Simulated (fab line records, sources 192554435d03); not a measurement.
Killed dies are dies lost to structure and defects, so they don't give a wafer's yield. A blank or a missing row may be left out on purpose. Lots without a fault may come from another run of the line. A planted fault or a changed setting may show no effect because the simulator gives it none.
Chamber matching | flow n5_finfet | N5_GATE_CUT_PECVD_57 on pecvd-04: 3 sister chambers
The step deposits SiNx from SiH4/NH3/N2, target thk 21 nm. 6 wafers are shown with their chamber, then 9 later ones without.

WAFERS WITH THEIR CHAMBER
wafer  | chamber | throttle_valve_pct (%) | showerhead_plenum_p_Torr (Torr)
L538.5 | 0       | 46.0                   | 5.07
L543.2 | 1       | 37.2                   | 5.17
L543.3 | 0       | 45.7                   | 5.08
L544.1 | 2       | 37.2                   | 5.11
L544.4 | 1       | 37.0                   | 5.15
L544.5 | 2       | 37.1                   | 5.11

WAFERS WITHOUT THEIR CHAMBER
wafer  | throttle_valve_pct (%) | showerhead_plenum_p_Torr (Torr)
L546.1 | 37.4                   | 5.11
L546.5 | 45.8                   | 5.06
L546.6 | 37.4                   | 5.16
L547.3 | 37.2                   | 5.16
L547.4 | 37.2                   | 5.09
L547.6 | 45.9                   | 5.07
L548.1 | 37.1                   | 5.17
L548.5 | 37.4                   | 5.11
L548.6 | 37.3                   | 5.15

WHICH CHAMBER EACH WENT THROUGH
wafer  | from the rows above | in truth
L546.1 | 2                   | 2
L546.5 | 0                   | 0
L546.6 | 1                   | 1
L547.3 | 1                   | 1
L547.4 | 2                   | 2
L547.6 | 0                   | 0
L548.1 | 1                   | 1
L548.5 | 2                   | 2
L548.6 | 1                   | 1
Placed correctly: 9 of 9. Can't be placed from these rows: 0. Placed wrongly: 0.
How it was worked out, from the rows above alone: a wafer's distance from a chamber is the root of the sum, over the readings, of the square of ((its reading less the chamber's mean) divided by the reading's scatter). The wafer belongs to the nearest chamber; if the next one is less than 2 further off, it can't be placed. A chamber's mean is the mean of its shown wafers. The scatter: the root of (the sum of the squares of (reading less its chamber's mean) over the shown wafers, divided by (wafers less chambers)).
